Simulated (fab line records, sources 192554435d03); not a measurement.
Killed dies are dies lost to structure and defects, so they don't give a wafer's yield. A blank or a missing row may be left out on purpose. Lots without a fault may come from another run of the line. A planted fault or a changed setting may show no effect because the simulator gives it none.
Split-lot experiment | flow n5_finfet | 7 lots, 39 wafers read, on a route of 1938 steps

THE SPLIT
At N5_BEOL_M4_ILD_DEP_00 (deposits SiOC from DEMS/O2, target thk 79 nm, time 15.3 s), the setting target_thk_a was moved away from the recipe's 790 angstrom on 15 of the 39 wafers read, by -34.6% to +38.0%. The other wafers ran this setting at the recipe's value.

The file shows no step between the split and the reading.

THE READING
M4_ILD_THK, in nm, at N5_BEOL_M4_THK_MEAS_01. Fault-free wafers of this fab line usually give 79.2 nm, standard deviation 0.96 nm.

wafer  | tool, chamber at the split | target_thk_a as run, angstrom | against the recipe | M4_ILD_THK, nm | against lot-mates on the recipe
L077.1 | pecvd-04, 1,2              | 516.7                         | -34.6%             | 51.2           | -28.0
L077.2 | pecvd-04, 2                | 790                           | recipe             | 78.2           | -
L077.3 | pecvd-04, 0                | 516.7                         | -34.6%             | 52.5           | -26.7
L077.4 | pecvd-04, 1                | 790                           | recipe             | 80.2           | -
L077.5 | pecvd-04, 1,2              | 516.7                         | -34.6%             | 51.1           | -28.1
L077.6 | pecvd-04, 0                | 790                           | recipe             | 79.3           | -
L082.1 | pecvd-04, 1                | 790                           | recipe             | 77.1           | -
L082.2 | pecvd-04, 1                | 790                           | recipe             | 78.4           | -
L082.3 | pecvd-04, 1                | 953.3                         | +20.7%             | 94.9           | +16.8
L082.4 | pecvd-04, 1                | 953.3                         | +20.7%             | 94.7           | +16.6
L082.5 | pecvd-04, 1                | 790                           | recipe             | 78.8           | -
L082.6 | pecvd-04, 1                | 953.3                         | +20.7%             | 94.5           | +16.4
L083.1 | pecvd-03, 0,1              | 790                           | recipe             | 79.3           | -
L083.2 | pecvd-03, 2                | 790                           | recipe             | 80.0           | -
L083.3 | pecvd-03, 0,1              | 790                           | recipe             | 79.1           | -
L083.4 | pecvd-03, 2                | 790                           | recipe             | 82.1           | -
L083.5 | pecvd-03, 0                | 790                           | recipe             | 80.1           | -
L083.6 | pecvd-03, 1                | 790                           | recipe             | 80.8           | -
L087.1 | pecvd-03, 1,2              | 790                           | recipe             | 79.1           | -
L087.2 | pecvd-03, 1,2              | 790                           | recipe             | 79.2           | -
L087.3 | pecvd-03, 0                | 523.1                         | -33.8%             | 52.0           | -27.4
L087.4 | pecvd-03, 2                | 523.1                         | -33.8%             | 53.3           | -26.1
L087.5 | pecvd-03, 0                | 790                           | recipe             | 79.8           | -
L087.6 | pecvd-03, 1                | 523.1                         | -33.8%             | 53.8           | -25.6
L088.1 | pecvd-02, 0                | 535.2                         | -32.3%             | 52.9           | -26.3
L088.2 | pecvd-02, 2                | 535.2                         | -32.3%             | 52.1           | -27.1
L088.3 | pecvd-02, 1                | 535.2                         | -32.3%             | 53.9           | -25.3
L088.4 | pecvd-02, 2,1              | 790                           | recipe             | 79.1           | -
L088.5 | pecvd-02, 0                | 790                           | recipe             | 79.3           | -
L088.6 | pecvd-02, 2,1              | 790                           | recipe             | 79.2           | -
L094.1 | pecvd-04, 1                | 790                           | recipe             | 77.8           | -
L094.4 | pecvd-04, 2                | 790                           | recipe             | 79.4           | -
L094.5 | pecvd-04, 1                | 790                           | recipe             | 79.7           | -
L096.1 | pecvd-04, 0,1              | 790                           | recipe             | 79.0           | -
L096.2 | pecvd-04, 2                | 1090                          | +38.0%             | 109.0          | +30.1
L096.3 | pecvd-04, 1                | 790                           | recipe             | 78.8           | -
L096.4 | pecvd-04, 0                | 1090                          | +38.0%             | 110.4          | +31.5
L096.5 | pecvd-04, 0,1              | 790                           | recipe             | 79.0           | -
L096.6 | pecvd-04, 2                | 1090                          | +38.0%             | 110.2          | +31.3
Where a row lists several chambers, the file gives one row for several wafers and doesn't say which wafer went through which chamber.

THE FIT
A straight line over all 39 wafers: M4_ILD_THK changes by +0.795 nm for each +1% of target_thk_a; r = +1.00; the points scatter about the line by 0.96 nm.
The same after taking each lot's own level away (the mean of its wafers on the recipe; 39 wafers): +0.803 nm for each +1%; r = +1.00; scatter 0.74 nm.
On that fit, the largest move of target_thk_a shifts the reading by 30 nm.
The lots' own levels span 78.10 to 80.23 nm, that is 2.2 times the standard deviation above.
So the lot-to-lot level changes the slope little: the two slopes agree.
Check: with one of the wafers moved furthest among these (+38.0%) left out of the fit, the line predicts +30.6 nm for it against its lot-mates. It came out at +30.1 nm against them.

OTHER SPLITS ON THESE WAFERS
These wafers also went through other splits before the reading. Each is held against what the fit with the lots' levels taken away leaves over:
other split on the same wafers          | wafers away from the commonest value | r with M4_ILD_THK (lot level and that fit taken away)
N5_ZERO_LAYER_DEVELOP_10 develop_time_s | 18                                   | +0.20
N5_FIN_SAQP_HM_DEP_72 time_s            | 12                                   | +0.39
N5_SPACER0_ALD_00 ald_cycles            | 12                                   | +0.00
N5_HKMG_FIN_ETCH_55 time_s              | 12                                   | -0.21
N5_MOL_CONTACT_COAG_ALD_133 ald_cycles  | 9                                    | -0.16

THE WHOLE CHAIN: every reading that the file lists as answering this split, in the file's order
step                   | what it does                                              | reading                                                                            | change (the file's fit)               | r (the file's)
N5_BEOL_M4_ILD_DEP_00  | deposits SiOC from DEMS/O2, target thk 79 nm, time 15.3 s | SiOC_of_BEOL_M4_ILD_DEP_00.thk_nm (the simulator's own value, which no gauge read) | +0.802 nm for each +1% of the setting | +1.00
N5_BEOL_M4_THK_MEAS_01 |                                                           | M4_ILD_THK                                                                         | +0.802 for each +1% of the setting    | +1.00

THE FILE'S OWN FIT
M4_ILD_THK changes by +0.802 nm for each +1% of target_thk_a, r = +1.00.
